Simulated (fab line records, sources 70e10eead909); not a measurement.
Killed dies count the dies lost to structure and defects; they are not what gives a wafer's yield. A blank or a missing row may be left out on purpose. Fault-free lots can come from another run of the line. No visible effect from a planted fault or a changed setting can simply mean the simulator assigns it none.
The tool behind it: which one? ; flow nandHarc ; Sampling: 13 lots, 39 wafers, 5 of 1302 route steps

== WHAT EACH GAUGE READ, for each wafer ==
NHARC_END_SORT_01. Usual: killedAtArray 59, standard deviation 20; killedAtOther 0.8, standard deviation 1.2; killedAtPeriphery 3.5, standard deviation 2.2; killedDies 63, standard deviation 20; killedOpen 3.3, standard deviation 1.8; killedShort 2.6, standard deviation 1.7.
lot;measured;on;killedAtArray;killedAtOther;killedAtPeriphery;killedDies;killedOpen;killedShort;flag
L571;day 30 13:58;prober-02;83 70 73;0 1 0;3 10 6;86 81 79;6 4 5;4 6 2;

== WHAT TOOL EACH LOT RAN ON (gives the tool, then ch and the chambers of the sampled wafers, and finally the start) ==
lot;NHARC_A_CHANNEL_FILL_D1_ALD_02;NHARC_A_CHANNEL_FILL_D1_ETCHBACK_08;NHARC_A_DECK1_JOINT_ETCHBACK_00;NHARC_A_DECK1_JOINT_CMP_02
L555;aldHk-02 ch 1,2,3, day 8 14:02;rieDiel-06 ch 0,2,3, day 11 05:23 or earlier;rieSi-05 ch 0,2, day 11 05:23;cmp-03 ch 2,3, day 12 04:26
L556;aldHk-01 ch 0,1, day 9 02:53;rieDiel-03 ch 0,2,3, day 11 13:42 or earlier;rieSi-05 ch 0,3, day 11 13:42;cmp-01 ch 0,2,3, day 12 16:40
L559;aldHk-02 ch 0,1,2, day 10 09:17;rieDiel-06 ch 0,1,3, day 12 21:34 or earlier;rieSi-05 ch 1,2,3, day 12 21:34;cmp-01 ch 0,1,3, day 13 23:19
L560;aldHk-03 ch 0,1,2, day 11 01:02;rieDiel-01 ch 0,1,2, day 13 13:16 or earlier;rieSi-04 ch 1,2,3, day 13 13:16;cmp-02 ch 1,2,3, day 14 17:56
L561;aldHk-02 ch 1,2,3, day 11 10:53;rieDiel-06 ch 0,1, day 13 21:23 or earlier;rieSi-04 ch 2,3, day 13 21:23;cmp-03 ch 0,1,3, day 14 22:52
L564;aldHk-03 ch 1,2,3, day 12 12:53;rieDiel-03 ch 0,1,3, day 15 02:36 or earlier;rieSi-05 ch 0,1,3, day 15 02:36;cmp-03 ch 0,2, day 16 00:49
L566;aldHk-02 ch 0,2,3, day 13 13:45;rieDiel-01 ch 1,3, day 16 01:52 or earlier;rieSi-03 ch 0,1,2, day 16 01:52;cmp-03 ch 0,2, day 17 01:14
L571;aldHk-01 ch 1,2, day 15 10:55;rieDiel-06 ch 1,2,3, day 17 21:19 or earlier;rieSi-05 ch 0,2,3, day 17 21:19;cmp-01 ch 0,1,2, day 18 19:46
L570;aldHk-01 ch 0,1,3, day 15 12:50;rieDiel-03 ch 0,3, day 17 21:19 or earlier;rieSi-04 ch 0,1,2, day 17 21:19;cmp-02 ch 1,3, day 18 19:44
L572;aldHk-01 ch 0,1,2, day 15 23:31;rieDiel-01 ch 0,2, day 18 12:13 or earlier;rieSi-05 ch 0,3, day 18 12:13;cmp-01 ch 0,2, day 19 13:37
L574;aldHk-03 ch 0,3, day 16 19:19;rieDiel-06 ch 0,3, day 19 09:44 or earlier;rieSi-03 ch 1,2, day 19 09:44;cmp-03 ch 0,1,2, day 20 10:04
L577;aldHk-02 ch 1,2,3, day 17 19:17;rieDiel-01 ch 0,1, day 20 10:49 or earlier;rieSi-03 ch 1,2, day 20 10:49;cmp-01 ch 2,3, day 21 07:46
L576;aldHk-02 ch 2,3, day 17 22:49;rieDiel-06 ch 1,2,3, day 20 10:47 or earlier;rieSi-04 ch 1,2,3, day 20 10:47;cmp-02 ch 0,1, day 21 07:46
- NHARC_A_CHANNEL_FILL_D1_ALD_02: deposits SiO2, target thk 6 nm, pulse time 10 s, ald cycles 60.
- NHARC_A_CHANNEL_FILL_D1_ETCHBACK_08: etches the open film in C4F8, target depth 220 nm, time 110 s.
- NHARC_A_DECK1_JOINT_ETCHBACK_00: etches the open film in HBr, target depth 30 nm, time 17.4 s.
- NHARC_A_DECK1_JOINT_CMP_02: polishes SiOx.

== AS READ BY THE TOOLS THEMSELVES (means over the sampled wafers that have a number; for cases with no such wafer, the mark the record gives instead) ==
NHARC_A_CHANNEL_FILL_D1_ALD_02. Usual: heaterPowerW 452 W, standard deviation 50; precursorPulseHeightRel 0.999, standard deviation 0.02.
lot;tool;heaterPowerW (W);precursorPulseHeightRel;flag
L555;aldHk-02;408;1.015;
L556;aldHk-01;462;1.013;
L559;aldHk-02;420;1.012;
L560;aldHk-03;491;0.983;
L561;aldHk-02;400;1.012;
L564;aldHk-03;487;1.010;
L566;aldHk-02;430;0.996;
L571;aldHk-01;432;1.006;
L570;aldHk-01;476;0.985;
L572;aldHk-01;438;0.992;
L574;aldHk-03;419;1.022;
L577;aldHk-02;412;1.002;
L576;aldHk-02;415;0.996;

NHARC_A_CHANNEL_FILL_D1_ETCHBACK_08. Usual: oesProductAu 0.95 a.u., standard deviation 0.031; rfVppV 441.5 V, standard deviation 2.6; runLengthS 131.2 s, standard deviation 0.51.
lot;tool;oesProductAu (a.u.);rfVppV (V);runLengthS (s);flag
L555;rieDiel-06;0.93;440.7;131.6;
L556;rieDiel-03;0.92;440.9;131.5;
L559;rieDiel-06;0.93;440.9;131.5;
L560;rieDiel-01;0.99;441.5;131.0;
L561;rieDiel-06;0.93;440.7;131.3;
L564;rieDiel-03;0.99;443.0;131.2;
L566;rieDiel-01;0.92;439.5;130.5;
L571;rieDiel-06;0.93;442.5;131.4;
L570;rieDiel-03;0.92;440.8;131.1;
L572;rieDiel-01;0.99;444.1;130.8;
L574;rieDiel-06;0.91;438.4;131.4;
L577;rieDiel-01;0.98;441.7;130.7;
L576;rieDiel-06;0.93;441.4;131.4;

NHARC_A_DECK1_JOINT_ETCHBACK_00. Usual: drypumpMotorCurrentA 5.8 A, standard deviation 0.45; oesProductAu 1.000 a.u., standard deviation 0.011; runLengthS 38.7 s, standard deviation 0.42; throttleValvePct 23.266 %, standard deviation 0.0089.
lot;tool;drypumpMotorCurrentA (A);oesProductAu (a.u.);runLengthS (s);throttleValvePct (%);flag
L555;rieSi-05;5.9;0.994;38.7;23.262;
L556;rieSi-05;5.3;0.983;38.8;23.265;
L559;rieSi-05;5.7;1.003;38.4;23.262;
L560;rieSi-04;5.9;0.993;38.7;23.270;
L561;rieSi-04;5.8;1.004;38.8;23.268;
L564;rieSi-05;5.3;1.001;38.5;23.278;
L566;rieSi-03;5.3;0.999;39.0;23.258;
L571;rieSi-05;5.7;1.009;37.0;23.254;OFF
L570;rieSi-04;6.0;0.992;38.9;23.273;
L572;rieSi-05;5.5;1.008;35.3;23.270;OFF
L574;rieSi-03;5.5;0.999;39.2;23.262;
L577;rieSi-03;5.5;1.001;39.2;23.268;
L576;rieSi-04;5.9;1.010;38.7;23.269;

NHARC_A_DECK1_JOINT_CMP_02. Usual: 12.0 A for motorCurrentA, sd 1.4.
lot;tool;motorCurrentA (A);flag
L555;cmp-03;11.4;
L556;cmp-01;11.9;
L559;cmp-01;12.5;
L560;cmp-02;12.1;
L561;cmp-03;12.3;
L564;cmp-03;13.0;
L566;cmp-03;13.2;
L571;cmp-01;12.6;
L570;cmp-02;12.2;
L572;cmp-01;13.0;
L574;cmp-03;12.6;
L577;cmp-01;11.9;
L576;cmp-02;11.9;

== THE ANSWER, worked out from the rows above alone ==
Rule: lot off if the mean of its wafers having a number is beyond 3 standard deviations from the usual mean. A lot without any number at a reading at which 4 lots or more have one is off too. Where the step has rows for the other lots, those lots are counted as sound. First the gauges in route order, then the tools' own readings, where a lot's mean is used as printed above. At the first step where some lot is off, the reading lying furthest off is the one used; lots without a number count as furthest.
Off: L571, L572, at NHARC_A_DECK1_JOINT_ETCHBACK_00 (runLengthS).
A tool fits if, at that step or a process step before it, it ran every lot that is off, and no sound lot after the first of them. NHARC_A_CHANNEL_FILL_D1_ETCHBACK_08: start missing for some lots; hours and lot order therefore follow NHARC_A_DECK1_JOINT_ETCHBACK_00. One candidate fits, namely rieSi-05 at NHARC_A_DECK1_JOINT_ETCHBACK_00. Its last sound lot is L564 (day 15 02:36), its first lot that is off L571 (day 17 21:19): a fault that began between those two fits.
On the lots that are off, the tool's own readings at NHARC_A_DECK1_JOINT_ETCHBACK_00 differ by more than 5 times the standard deviation of the sound lots' means, which bears it out; runLengthS reads 36.1 s there versus 38.8 s on the sound lots.

== WHAT WAS PUT IN BY THE SIMULATOR ==
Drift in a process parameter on rieSi-05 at NHARC_A_DECK1_JOINT_ETCHBACK_00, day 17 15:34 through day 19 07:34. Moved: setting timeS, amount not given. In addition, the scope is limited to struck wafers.
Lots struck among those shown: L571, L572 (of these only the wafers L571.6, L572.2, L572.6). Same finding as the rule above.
